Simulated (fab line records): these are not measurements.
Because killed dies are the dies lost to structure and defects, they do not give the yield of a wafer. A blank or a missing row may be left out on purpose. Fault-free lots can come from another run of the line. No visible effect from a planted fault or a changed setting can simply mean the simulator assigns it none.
fab line records -- flow nand_harc
[record] lots = 24, wafers = 72, last_day = 24
route steps=1159 shown A_SGD_CUT@765 A_SLIT@781 A_CONTACT@862
lots untouched by any fault: they come from a run of this same line in which no faults occurred
start_h: the number of hours between the record's first day and the start of the first shown wafer of the lot -- wait_h: hours from the lot's prior step to this one -- " repeats the value in the row above -- L1.1+2: a single row standing in for several wafers -- - no value, or no start was given -- * or withheld: withheld -- < > ~ a bound
route shown NAME@n: NAME is a module with steps in the file, n the number in the route of the first one -- usual: the fault-free wafers' mean and standard deviation -- same: alike in all rows -- chamber/n: place in a boat -- sites: each site's reading -- _std_site: standard deviation across them -- _edge_site: the outer-site mean with the inner-site mean subtracted -- radius_mm: how far each site lies from the wafer's centre -- mask NAME#n: copy n -- behind: the most recent tool/chamber to have shaped the wafer -- hold: reason for holding the lot/hours on hold/outcome of the hold -- device: the n, p or np transistor that did not switch -- end of line: tests run on the same wafers once the route is complete -- a step given without rows: its recipe and nothing more -- killed: dies that structure and defects cost at the first sort, which is not the same as the wafer's yield -- map: a wafer's dies, marking killed ones x, the rest . and places with no die _
set.NAME: the setting as run; set.NAME@STEP: as run at that earlier step -- model.NAME: the simulator's own value behind a step, which no gauge read
the route's steps for a sample of lots (tables are steps, rows are wafers)
services: the hour from which a tool's chamber was out of use, counted from the record's first day as start_h (under 0 if before that day), plus the number of hours and why
[[steps]]
[step NHARC_A_SGD_CUT_ETCH_16]
[recipe] target_depth_a = 3105, time_s = 155.2, c4f8_flow_sccm = withheld, o2_flow_sccm = 8, ar_flow_sccm = withheld, rf_w = 600, bias_w = 800, chemistry = C4F8/O2/Ar
[usual] oes_product_au = 0.974/0.015, rf_vpp_V = 725.2/2.7
lot.wafer,tool,chamber,start_h,wait_h,oes_product_au,rf_hours_counter_h,rf_vpp_V
L076.4,rie_diel-02,1,-,-,0.982,20,726.5
L076.6,rie_diel-02,0,-,-,0.963,-,724.0
L076.5,rie_diel-02,1,-,-,0.974,-,727.4
L074.4,rie_diel-10,3,-,-,0.955,13,730.5
L074.2,rie_diel-10,0,-,-,0.972,13,725.4
L074.6,rie_diel-10,2,-,-,0.983,-,724.6
L075.1,rie_diel-08,1,-,-,0.976,0,721.4
L075.2,rie_diel-08,2,-,-,0.952,0,728.8
L075.6,rie_diel-08,0,-,-,0.951,-,723.3
L078.2,rie_diel-08,1,-,-,0.983,2,722.7
L078.5,rie_diel-08,2,-,-,0.958,-,726.1
L078.4,rie_diel-08,1,-,-,0.971,-,722.9
L077.3,rie_diel-02,2,-,-,0.991,21,725.5
L077.1,rie_diel-02,0,-,-,0.959,5,723.3
L077.5,rie_diel-02,3,-,-,0.971,-,728.0
L080.4,rie_diel-10,3,-,-,0.970,16,730.6
L080.5,rie_diel-10,2,-,-,0.983,-,724.0
L080.6,rie_diel-10,3,-,-,0.977,-,730.7
L079.4,rie_diel-08,0,-,-,0.940,1,723.7
L079.5,rie_diel-08,1,-,-,0.963,-,720.0
L079.6,rie_diel-08,2,-,-,0.940,-,727.0
L082.4,rie_diel-02,2,-,-,0.980,1,725.5
L082.2,rie_diel-02,0,-,-,0.977,1,724.5
L082.1,rie_diel-02,1,-,-,0.978,1,725.0
L081.3,rie_diel-10,0,-,-,0.979,17,724.5
L081.1,rie_diel-10,2,-,-,0.982,17,725.2
L081.6,rie_diel-10,1,-,-,0.975,-,724.8
L084.1,rie_diel-10,2,-,-,0.999,1,723.8
L084.2,rie_diel-10,3,-,-,0.982,1,730.6
L084.3,rie_diel-10,0,-,-,0.973,1,725.4
L083.3,rie_diel-02,3,-,-,0.983,3,728.3
L083.2,rie_diel-02,1,-,-,0.975,3,726.9
L083.1,rie_diel-02,2,-,-,0.977,3,727.0
L086.3,rie_diel-08,0,-,-,0.947,3,723.5
L086.4,rie_diel-08,3,-,-,0.977,5,722.3
L086.5,rie_diel-08,1,-,-,0.992,-,722.0
L087.2,rie_diel-10,0,-,-,0.974,2,724.6
L087.1,rie_diel-10,1,-,-,0.972,2,725.0
L087.6,rie_diel-10,0,-,-,0.967,-,724.6
L085.1,rie_diel-08,2,-,-,0.972,5,727.4
L085.2,rie_diel-08,3,-,-,0.991,5,721.9
L085.5,rie_diel-08,0,-,-,0.964,-,722.5
L090.1,rie_diel-02,3,-,-,0.975,6,727.5
L090.6,rie_diel-02,0,-,-,0.990,-,726.0
L090.5,rie_diel-02,1,-,-,0.994,-,727.3
L089.4,rie_diel-08,1,-,-,0.975,6,721.8
L089.1,rie_diel-08,2,-,-,0.975,6,728.8
L089.5,rie_diel-08,0,-,-,0.966,-,722.9
L088.1,rie_diel-10,0,-,-,0.972,3,724.7
L088.6,rie_diel-10,3,-,-,1.002,-,732.2
L088.5,rie_diel-10,0,-,-,0.968,-,724.6
L092.1,rie_diel-10,0,-,-,0.965,5,725.1
L092.3,rie_diel-10,1,-,-,0.972,6,724.2
L092.5,rie_diel-10,0,-,-,0.958,-,724.8
L091.1,rie_diel-10,1,-,-,0.956,6,723.6
L091.4,rie_diel-10,3,-,-,0.995,6,730.9
L091.5,rie_diel-10,2,-,-,0.994,-,724.4
L094.4,rie_diel-08,3,-,-,0.967,8,721.4
L094.2,rie_diel-08,1,-,-,0.989,8,721.1
L094.5,rie_diel-08,2,-,-,0.971,-,727.4
L093.2,rie_diel-02,0,-,-,0.989,9,725.3
L093.3,rie_diel-02,2,-,-,0.981,9,727.8
L093.6,rie_diel-02,3,-,-,1.002,-,729.3
L095.1,rie_diel-08,2,-,-,0.946,9,727.4
L095.4,rie_diel-08,0,-,-,0.960,8,722.3
L095.5,rie_diel-08,3,-,-,0.969,-,722.6
L097.1,rie_diel-02,3,-,-,0.956,10,727.6
L097.3,rie_diel-02,1,-,-,0.955,10,726.3
L097.2,rie_diel-02,2,-,-,0.950,10,725.1
L096.4,rie_diel-08,3,-,-,0.986,10,722.2
L096.2,rie_diel-08,0,-,-,0.970,8,724.1
L096.5,rie_diel-08,2,-,-,0.970,-,725.9
[step NHARC_A_SGD_CUT_THK_MEAS_22]
[recipe] thk_meas_gauge = ellipsometry
[usual] thk_nm = 148.1/1.5
lot.wafer,tool,chamber,start_h,wait_h,thk_nm
L074.2,film_metro-02,-,311.53,0.2,145.5
L074.4,film_metro-02,-,311.53,0.2,147.5
L074.6,film_metro-02,-,311.53,0.2,146.7
L076.4,film_metro-02,-,311.54,0.2,147.5
L076.5,film_metro-02,-,311.54,0.2,149.2
L076.6,film_metro-02,-,311.54,0.2,150.4
L075.1,film_metro-02,-,324.80,0.2,150.0
L075.2,film_metro-02,-,324.80,0.2,148.3
L075.6,film_metro-02,-,324.80,0.2,148.9
L077.1,film_metro-02,-,333.61,0.2,146.4
L077.3,film_metro-02,-,333.61,0.2,146.9
L077.5,film_metro-02,-,333.61,0.2,147.2
L078.2,film_metro-01,-,333.61,0.2,147.9
L078.4,film_metro-01,-,333.61,0.2,146.9
L078.5,film_metro-01,-,333.61,0.2,146.9
L080.4,film_metro-02,-,341.26,0.2,147.8
L080.5,film_metro-02,-,341.26,0.2,146.0
L080.6,film_metro-02,-,341.26,0.2,151.2
L079.4,film_metro-01,-,341.28,0.2,149.7
L079.5,film_metro-01,-,341.28,0.2,147.7
L079.6,film_metro-01,-,341.28,0.2,148.2
L082.1,film_metro-02,-,351.44,0.2,149.9
L082.2,film_metro-02,-,351.44,0.2,151.6
L082.4,film_metro-02,-,351.44,0.2,148.0
L081.1,film_metro-02,-,351.46,0.2,152.0
L081.3,film_metro-02,-,351.46,0.2,148.2
L081.6,film_metro-02,-,351.46,0.2,148.1
L084.1,film_metro-01,-,373.32,0.2,150.7
L084.2,film_metro-01,-,373.32,0.2,149.2
L084.3,film_metro-01,-,373.32,0.2,149.1
L083.1,film_metro-02,-,373.32,0.2,148.1
L083.2,film_metro-02,-,373.32,0.2,148.3
L083.3,film_metro-02,-,373.32,0.2,149.7
L087.1,film_metro-02,-,382.09,0.2,147.6
L087.2,film_metro-02,-,382.09,0.2,147.6
L087.6,film_metro-02,-,382.09,0.2,151.1
L086.3,film_metro-01,-,382.09,0.2,147.6
L086.4,film_metro-01,-,382.09,0.2,150.0
L086.5,film_metro-01,-,382.09,0.2,147.8
L085.1,film_metro-01,-,382.21,0.2,148.1
L085.2,film_metro-01,-,382.21,0.2,145.6
L085.5,film_metro-01,-,382.21,0.2,147.7
L090.1,film_metro-01,-,402.40,0.2,148.9
L090.5,film_metro-01,-,402.40,0.2,146.9
L090.6,film_metro-01,-,402.40,0.2,145.1
L089.1,film_metro-02,-,402.45,0.2,148.5
L089.4,film_metro-02,-,402.45,0.2,146.5
L089.5,film_metro-02,-,402.45,0.2,148.0
L088.1,film_metro-01,-,402.55,0.2,147.6
L088.5,film_metro-01,-,402.55,0.2,146.0
L088.6,film_metro-01,-,402.55,0.2,148.7
L092.1,film_metro-01,-,418.64,0.2,148.9
L092.3,film_metro-01,-,418.64,0.2,145.5
L092.5,film_metro-01,-,418.64,0.2,148.6
L091.1,film_metro-01,-,418.74,0.2,148.6
L091.4,film_metro-01,-,418.74,0.2,148.2
L091.5,film_metro-01,-,418.74,0.2,148.7
L094.2,film_metro-01,-,429.90,0.2,147.2
L094.4,film_metro-01,-,429.90,0.2,147.9
L094.5,film_metro-01,-,429.90,0.2,150.3
L093.2,film_metro-02,-,429.91,0.2,147.2
L093.3,film_metro-02,-,429.91,0.2,146.9
L093.6,film_metro-02,-,429.91,0.2,149.6
L095.1,film_metro-01,-,442.64,0.2,147.0
L095.4,film_metro-01,-,442.64,0.2,150.5
L095.5,film_metro-01,-,442.64,0.2,146.8
L096.2,film_metro-01,-,442.66,0.2,148.6
L096.4,film_metro-01,-,442.66,0.2,146.4
L096.5,film_metro-01,-,442.66,0.2,147.4
L097.1,film_metro-02,-,442.67,0.2,146.1
L097.2,film_metro-02,-,442.67,0.2,149.4
L097.3,film_metro-02,-,442.67,0.2,147.2
[step NHARC_A_SLIT_DEP_23]
[recipe] target_thk_a = 1000, target_thk_nm = 100, temp_c = 400, pressure_torr = 3.5, flow_sccm = 200, rf_w = 350, material = SiON
[usual] heater_power_w = 718/63, showerhead_vpp_V = 1171/73
lot.wafer,tool,chamber,start_h,wait_h,heater_power_w,showerhead_vpp_V
L076.4,pecvd-04,1,314.74,0.8,802,1138
L076.5,pecvd-04,2,314.74,0.8,693,1163
L076.6,pecvd-04,0,314.74,0.8,800,1317
L074.2,pecvd-04,2,315.60,1.3,717,1157
L074.6,pecvd-04,2,315.60,1.3,699,1156
L074.4,pecvd-04,0,315.60,1.3,672,1291
L075.1,pecvd-03,1,327.71,1.7,785,1236
L075.2,pecvd-03,2,327.71,1.7,599,1131
L075.6,pecvd-03,0,327.71,1.7,710,1143
L078.2,pecvd-03,0,338.77,1.3,668,1160
L078.4,pecvd-03,1,338.77,1.3,722,1253
L078.5,pecvd-03,2,338.77,1.3,625,1118
L077.3,pecvd-04,1,339.20,1.0,721,1128
L077.1,pecvd-04,2,339.20,1.0,719,1137
L077.5,pecvd-04,0,339.20,1.0,693,1325
L080.5,pecvd-04,2,347.07,0.4,705,1185
L080.4,pecvd-04,0,347.07,0.4,765,1315
L080.6,pecvd-04,1,347.07,0.4,806,1158
L079.5,pecvd-02,0,347.60,0.5,776,1112
L079.4,pecvd-02,1,347.60,0.5,785,1172
L079.6,pecvd-02,2,347.60,0.5,581,1039
L082.1,pecvd-03,1,354.46,1.8,738,1251
L082.2,pecvd-03,2,354.46,1.8,692,1132
L082.4,pecvd-03,1,354.46,1.8,737,1232
L081.1,pecvd-04,1,356.03,1.7,787,1133
L081.3,pecvd-04,2,356.03,1.7,645,1148
L081.6,pecvd-04,0,356.03,1.7,719,1296
L083.2,pecvd-03,0,376.45,1.4,647,1144
L083.1,pecvd-03,1,376.45,1.4,748,1247
L083.3,pecvd-03,2,376.45,1.4,609,1120
L084.1,pecvd-03,0,376.95,1.6,685,1149
L084.2,pecvd-03,1,376.95,1.6,730,1243
L084.3,pecvd-03,2,376.95,1.6,615,1118
L086.3,pecvd-02,0,385.03,1.1,782,1117
L086.5,pecvd-02,1,385.03,1.1,777,1192
L086.4,pecvd-02,0,385.03,1.1,784,1127
L087.1,pecvd-03,2,385.20,1.7,642,1130
L087.2,pecvd-03,1,385.20,1.7,700,1253
L087.6,pecvd-03,0,385.20,1.7,598,1145
L085.2,pecvd-03,0,386.37,1.3,706,1147
L085.1,pecvd-03,2,386.37,1.3,696,1141
L085.5,pecvd-03,1,386.37,1.3,789,1256
L090.1,pecvd-04,1,405.31,1.7,744,1158
L090.5,pecvd-04,0,405.31,1.7,812,1314
L090.6,pecvd-04,1,405.31,1.7,734,1162
L089.1,pecvd-04,1,405.45,1.8,610,1151
L089.4,pecvd-04,0,405.45,1.8,698,1322
L089.5,pecvd-04,2,405.45,1.8,690,1176
L088.1,pecvd-03,0,405.50,1.7,726,1143
L088.5,pecvd-03,2,405.50,1.7,667,1136
L088.6,pecvd-03,1,405.50,1.7,785,1251
L092.1,pecvd-04,1,422.81,1.7,731,1144
L092.3,pecvd-04,2,422.81,1.7,731,1152
L092.5,pecvd-04,1,422.81,1.7,715,1134
L091.1,pecvd-03,1,423.20,1.7,781,1223
L091.5,pecvd-03,1,423.20,1.7,787,1221
L091.4,pecvd-03,0,423.20,1.7,728,1165
L093.2,pecvd-04,0,432.78,1.3,854,1283
L093.3,pecvd-04,1,432.78,1.3,685,1157
L093.6,pecvd-04,2,432.78,1.3,599,1174
L094.2,pecvd-02,1,432.80,1.4,832,1170
L094.4,pecvd-02,0,432.80,1.4,643,1116
L094.5,pecvd-02,1,432.80,1.4,660,1164
L096.2,pecvd-02,2,445.52,1.3,687,1039
L096.4,pecvd-02,2,445.52,1.3,683,1033
L096.5,pecvd-02,0,445.52,1.3,757,1116
L095.1,pecvd-02,1,446.13,1.7,800,1134
L095.5,pecvd-02,1,446.13,1.7,816,1169
L095.4,pecvd-02,2,446.13,1.7,682,1031
L097.2,pecvd-04,1,447.55,1.4,748,1143
L097.3,pecvd-04,2,447.55,1.4,667,1137
L097.1,pecvd-04,0,447.55,1.4,799,1316
[step NHARC_A_CONTACT_ETCH_111]
[recipe] source_w = withheld, pressure_mtorr = 20, bias_v = withheld, time_s = 140, target_depth_a = 7000, ar_flow_sccm = withheld, c4f8_flow_sccm = withheld, o2_flow_sccm = withheld, chemistry = C4F8/O2/Ar
lot.wafer,tool,chamber,start_h,wait_h,rf_hours_counter_h
L076.4,har_cap_etch-03,0,367.11,-,-
L076.5,har_cap_etch-03,0,367.11,-,-
L076.6,har_cap_etch-03,1,367.11,-,-
L074.2,har_cap_etch-03,0,378.26,-,87
L074.4,har_cap_etch-03,0,378.26,-,-
L074.6,har_cap_etch-03,0,378.26,-,-
L075.1,har_cap_etch-03,1,383.57,-,88
L075.2,har_cap_etch-03,0,383.57,-,88
L075.6,har_cap_etch-03,0,383.57,-,-
L078.2,har_cap_etch-01,0,393.63,-,59
L078.4,har_cap_etch-01,1,393.63,-,-
L078.5,har_cap_etch-01,0,393.63,-,-
L077.1,har_cap_etch-03,1,397.77,-,90
L077.3,har_cap_etch-03,0,397.77,-,-
L077.5,har_cap_etch-03,0,397.77,-,-
L079.4,har_cap_etch-03,0,402.19,-,-
L079.6,har_cap_etch-03,0,402.19,-,-
L079.5,har_cap_etch-03,1,402.19,-,-
L080.4,har_cap_etch-02,0,403.35,-,-
L080.6,har_cap_etch-02,0,403.35,-,-
L080.5,har_cap_etch-02,1,403.35,-,-
L081.1,har_cap_etch-01,1,411.15,-,63
L081.3,har_cap_etch-01,0,411.15,-,-
L081.6,har_cap_etch-01,0,411.15,-,-
L082.1,har_cap_etch-02,1,413.14,-,15
L082.2,har_cap_etch-02,0,413.14,-,15
L082.4,har_cap_etch-02,1,413.14,-,-
L084.2,har_cap_etch-01,1,427.49,-,66
L084.1,har_cap_etch-01,0,427.49,-,66
L084.3,har_cap_etch-01,0,427.49,-,-
L083.1,har_cap_etch-03,0,429.10,-,96
L083.2,har_cap_etch-03,1,429.10,-,96
L083.3,har_cap_etch-03,0,429.10,-,-
L087.2,har_cap_etch-02,0,436.74,-,19
L087.1,har_cap_etch-02,1,436.74,-,19
L087.6,har_cap_etch-02,0,436.74,-,-
L086.4,har_cap_etch-01,0,439.15,-,-
L086.3,har_cap_etch-01,1,439.15,-,-
L086.5,har_cap_etch-01,0,439.15,-,-
L085.2,har_cap_etch-02,1,446.56,-,21
L085.1,har_cap_etch-02,0,446.56,-,21
L085.5,har_cap_etch-02,0,446.56,-,-
L090.1,har_cap_etch-02,1,453.03,-,22
L090.6,har_cap_etch-02,0,453.03,-,-
L090.5,har_cap_etch-02,1,453.03,-,-
L089.1,har_cap_etch-02,1,456.70,-,23
L089.4,har_cap_etch-02,0,456.70,-,-
L089.5,har_cap_etch-02,1,456.70,-,-
L088.1,har_cap_etch-03,0,466.61,-,102
L088.6,har_cap_etch-03,1,466.61,-,-
L088.5,har_cap_etch-03,0,466.61,-,-
L092.1,har_cap_etch-02,0,468.99,-,26
L092.3,har_cap_etch-02,0,468.99,-,-
L092.5,har_cap_etch-02,1,468.99,-,-
L091.1,har_cap_etch-01,1,476.30,-,75
L091.4,har_cap_etch-01,1,476.30,-,-
L091.5,har_cap_etch-01,1,476.30,-,-
L093.2,har_cap_etch-03,0,483.38,-,105
L093.3,har_cap_etch-03,0,483.38,-,-
L093.6,har_cap_etch-03,0,483.38,-,-
L094.2,har_cap_etch-02,0,484.20,-,28
L094.4,har_cap_etch-02,0,484.20,-,-
L094.5,har_cap_etch-02,0,484.20,-,-
L095.1,har_cap_etch-02,0,491.50,-,30
L095.4,har_cap_etch-02,1,491.50,-,-
L095.5,har_cap_etch-02,0,491.50,-,-
L096.2,har_cap_etch-03,1,495.16,-,107
L096.4,har_cap_etch-03,1,495.16,-,-
L096.5,har_cap_etch-03,0,495.16,-,-
L097.2,har_cap_etch-03,0,500.19,-,109
L097.1,har_cap_etch-03,1,500.19,-,109
L097.3,har_cap_etch-03,0,500.19,-,-
[step NHARC_A_CONTACT_ETCH_122]
[recipe] source_w = withheld, pressure_mtorr = 20, bias_v = 3000, time_s = 95, target_depth_a = 9300, ar_flow_sccm = withheld, c4f8_flow_sccm = withheld, o2_flow_sccm = withheld, chemistry = C4F8/O2/Ar
lot.wafer,tool,chamber,start_h,wait_h,rf_hours_counter_h
L076.4,har_cap_etch-03,0,368.18,0.1,-
L076.5,har_cap_etch-03,0,368.18,0.1,-
L076.6,har_cap_etch-03,1,368.18,0.1,-
L074.2,har_cap_etch-03,0,379.37,0.1,88
L074.4,har_cap_etch-03,0,379.37,0.1,-
L074.6,har_cap_etch-03,0,379.37,0.1,-
L075.1,har_cap_etch-03,1,384.68,0.1,89
L075.2,har_cap_etch-03,0,384.68,0.1,89
L075.6,har_cap_etch-03,0,384.68,0.1,-
L078.2,har_cap_etch-01,0,394.74,0.1,60
L078.4,har_cap_etch-01,1,394.74,0.1,-
L078.5,har_cap_etch-01,0,394.74,0.1,-
L077.1,har_cap_etch-03,1,398.91,0.1,91
L077.3,har_cap_etch-03,0,398.91,0.1,-
L077.5,har_cap_etch-03,0,398.91,0.1,-
L079.4,har_cap_etch-03,0,403.26,0.1,-
L079.6,har_cap_etch-03,0,403.26,0.1,-
L079.5,har_cap_etch-03,1,403.26,0.1,-
L080.4,har_cap_etch-02,0,404.43,0.1,-
L080.6,har_cap_etch-02,0,404.43,0.1,-
L080.5,har_cap_etch-02,1,404.43,0.1,-
L081.1,har_cap_etch-01,1,412.24,0.1,64
L081.3,har_cap_etch-01,0,412.24,0.1,-
L081.6,har_cap_etch-01,0,412.24,0.1,-
L082.1,har_cap_etch-02,1,414.25,0.1,16
L082.2,har_cap_etch-02,0,414.25,0.1,16
L082.4,har_cap_etch-02,1,414.25,0.1,-
L084.2,har_cap_etch-01,1,428.60,0.1,67
L084.1,har_cap_etch-01,0,428.60,0.1,67
L084.3,har_cap_etch-01,0,428.60,0.1,-
L083.1,har_cap_etch-03,0,430.21,0.1,96
L083.2,har_cap_etch-03,1,430.21,0.1,96
L083.3,har_cap_etch-03,0,430.21,0.1,-
L087.2,har_cap_etch-02,0,437.85,0.1,20
L087.1,har_cap_etch-02,1,437.85,0.1,20
L087.6,har_cap_etch-02,0,437.85,0.1,-
L086.4,har_cap_etch-01,0,440.23,0.1,-
L086.3,har_cap_etch-01,1,440.23,0.1,-
L086.5,har_cap_etch-01,0,440.23,0.1,-
L085.2,har_cap_etch-02,1,447.68,0.1,22
L085.1,har_cap_etch-02,0,447.68,0.1,22
L085.5,har_cap_etch-02,0,447.68,0.1,-
L090.1,har_cap_etch-02,1,454.12,0.1,23
L090.6,har_cap_etch-02,0,454.12,0.1,-
L090.5,har_cap_etch-02,1,454.12,0.1,-
L089.1,har_cap_etch-02,1,457.81,0.1,24
L089.4,har_cap_etch-02,0,457.81,0.1,-
L089.5,har_cap_etch-02,1,457.81,0.1,-
L088.1,har_cap_etch-03,0,467.69,0.1,103
L088.6,har_cap_etch-03,1,467.69,0.1,-
L088.5,har_cap_etch-03,0,467.69,0.1,-
L092.1,har_cap_etch-02,0,470.09,0.1,27
L092.3,har_cap_etch-02,0,470.09,0.1,-
L092.5,har_cap_etch-02,1,470.09,0.1,-
L091.1,har_cap_etch-01,1,477.41,0.1,76
L091.4,har_cap_etch-01,1,477.41,0.1,-
L091.5,har_cap_etch-01,1,477.41,0.1,-
L094.2,har_cap_etch-02,0,485.29,0.1,29
L094.4,har_cap_etch-02,0,485.29,0.1,-
L094.5,har_cap_etch-02,0,485.29,0.1,-
L093.2,har_cap_etch-03,0,485.35,0.1,106
L093.3,har_cap_etch-03,0,485.35,0.1,-
L093.6,har_cap_etch-03,0,485.35,0.1,-
L095.1,har_cap_etch-02,0,492.61,0.1,31
L095.4,har_cap_etch-02,1,492.61,0.1,-
L095.5,har_cap_etch-02,0,492.61,0.1,-
L096.2,har_cap_etch-03,1,496.64,0.1,108
L096.4,har_cap_etch-03,1,496.64,0.1,-
L096.5,har_cap_etch-03,0,496.64,0.1,-
L097.2,har_cap_etch-03,0,501.66,0.1,109
L097.1,har_cap_etch-03,1,501.66,0.1,109
L097.3,har_cap_etch-03,0,501.66,0.1,-
[step NHARC_A_CONTACT_ETCH_127]
[recipe] source_w = withheld, pressure_mtorr = 20, bias_v = 1200, time_s = 155, target_depth_a = 9560, ar_flow_sccm = withheld, c4f8_flow_sccm = withheld, o2_flow_sccm = withheld, chemistry = C4F8/O2/Ar
lot.wafer,tool,chamber,start_h,wait_h,rf_hours_counter_h
L076.4,har_cap_etch-03,0,374.35,0.1,-
L076.6,har_cap_etch-03,1,374.35,0.1,-
L076.5,har_cap_etch-03,0,374.35,0.1,-
L074.2,har_cap_etch-02,1,385.76,0.1,9
L074.4,har_cap_etch-02,0,385.76,0.1,-
L074.6,har_cap_etch-02,0,385.76,0.1,-
L075.2,har_cap_etch-02,0,393.24,0.1,11
L075.1,har_cap_etch-02,1,393.24,0.1,11
L075.6,har_cap_etch-02,1,393.24,0.1,-
L078.2,har_cap_etch-01,0,401.32,0.1,60
L078.4,har_cap_etch-01,0,401.32,0.1,-
L078.5,har_cap_etch-01,0,401.32,0.1,-
L077.1,har_cap_etch-01,1,405.13,0.1,62
L077.3,har_cap_etch-01,1,405.13,0.1,-
L077.5,har_cap_etch-01,1,405.13,0.1,-
L079.4,har_cap_etch-02,0,409.72,0.1,-
L079.5,har_cap_etch-02,0,409.72,0.1,-
L079.6,har_cap_etch-02,1,409.72,0.1,-
L080.4,har_cap_etch-03,0,412.22,0.1,-
L080.6,har_cap_etch-03,1,412.22,0.1,-
L080.5,har_cap_etch-03,0,412.22,0.1,-
L081.1,har_cap_etch-01,1,419.48,0.1,65
L081.3,har_cap_etch-01,0,419.48,0.1,-
L081.6,har_cap_etch-01,1,419.48,0.1,-
L082.2,har_cap_etch-03,1,423.24,0.1,95
L082.1,har_cap_etch-03,0,423.24,0.1,95
L082.4,har_cap_etch-03,1,423.24,0.1,-
L084.1,har_cap_etch-01,1,435.47,0.1,68
L084.2,har_cap_etch-01,0,435.47,0.1,68
L084.3,har_cap_etch-01,0,435.47,0.1,-
L083.1,har_cap_etch-03,1,438.02,0.1,97
L083.2,har_cap_etch-03,0,438.02,0.1,97
L083.3,har_cap_etch-03,1,438.02,0.1,-
L087.1,har_cap_etch-03,1,445.13,0.1,98
L087.2,har_cap_etch-03,0,445.13,0.1,98
L087.6,har_cap_etch-03,0,445.13,0.1,-
L086.4,har_cap_etch-01,1,447.12,0.1,-
L086.3,har_cap_etch-01,0,447.12,0.1,-
L086.5,har_cap_etch-01,1,447.12,0.1,-
L085.1,har_cap_etch-01,1,456.09,0.1,72
L085.2,har_cap_etch-01,0,456.09,0.1,72
L085.5,har_cap_etch-01,0,456.09,0.1,-
L090.1,har_cap_etch-03,1,460.92,0.1,101
L090.6,har_cap_etch-03,0,460.92,0.1,-
L090.5,har_cap_etch-03,1,460.92,0.1,-
L089.1,har_cap_etch-02,1,465.03,0.1,25
L089.4,har_cap_etch-02,0,465.03,0.1,-
L089.5,har_cap_etch-02,1,465.03,0.1,-
L088.1,har_cap_etch-03,0,474.60,0.2,104
L088.6,har_cap_etch-03,0,474.60,0.2,-
L088.5,har_cap_etch-03,1,474.60,0.2,-
L092.1,har_cap_etch-02,0,476.24,0.1,28
L092.3,har_cap_etch-02,0,476.24,0.1,-
L092.5,har_cap_etch-02,0,476.24,0.1,-
L091.1,har_cap_etch-01,1,488.85,0.2,77
L091.4,har_cap_etch-01,0,488.85,0.2,-
L091.5,har_cap_etch-01,1,488.85,0.2,-
L094.2,har_cap_etch-03,1,491.63,0.2,106
L094.4,har_cap_etch-03,1,491.63,0.2,-
L094.5,har_cap_etch-03,1,491.63,0.2,-
L093.2,har_cap_etch-01,0,493.60,0.2,79
L093.3,har_cap_etch-01,1,493.60,0.2,-
L093.6,har_cap_etch-01,1,493.60,0.2,-
L095.1,har_cap_etch-01,0,499.00,0.2,80
L095.4,har_cap_etch-01,0,499.00,0.2,-
L095.5,har_cap_etch-01,0,499.00,0.2,-
L096.2,har_cap_etch-01,1,503.48,0.2,81
L096.4,har_cap_etch-01,0,503.48,0.2,-
L096.5,har_cap_etch-01,0,503.48,0.2,-
L097.1,har_cap_etch-03,1,508.33,0.2,110
L097.2,har_cap_etch-03,0,508.33,0.2,110
L097.3,har_cap_etch-03,1,508.33,0.2,-
[[services]]
tool,chamber,start_h,hours,kind
rie_diel-10,2,282.12,6.0,repair
rie_diel-08,0,282.59,11.5,repair
pecvd-03,-,292.37,13.0,pm
rie_diel-08,-,301.80,9.0,pm
har_cap_etch-03,-,302.26,0.4,repair
har_cap_etch-02,-,305.00,17.0,pm
har_cap_etch-02,0,305.00,17.0,vent_cycle
har_cap_etch-02,1,305.00,17.0,vent_cycle
rie_diel-08,0,317.71,16.9,repair
rie_diel-02,-,327.70,9.0,pm
pecvd-02,0,332.26,5.2,repair
pecvd-02,-,334.24,13.0,pm
rie_diel-08,2,338.65,2.7,repair
har_cap_etch-02,-,351.16,0.7,repair
rie_diel-10,-,353.50,9.0,pm
pecvd-04,-,376.24,13.0,pm
har_cap_etch-03,-,413.83,5.9,repair
rie_diel-08,1,428.03,9.2,repair
rie_diel-02,0,433.37,4.7,repair
pecvd-03,-,473.37,13.0,pm
pecvd-04,-,478.30,5.0,repair
rie_diel-08,-,478.82,9.0,pm
pecvd-03,-,487.46,0.3,repair
rie_diel-02,-,504.76,9.0,pm
[[key]]
fault none
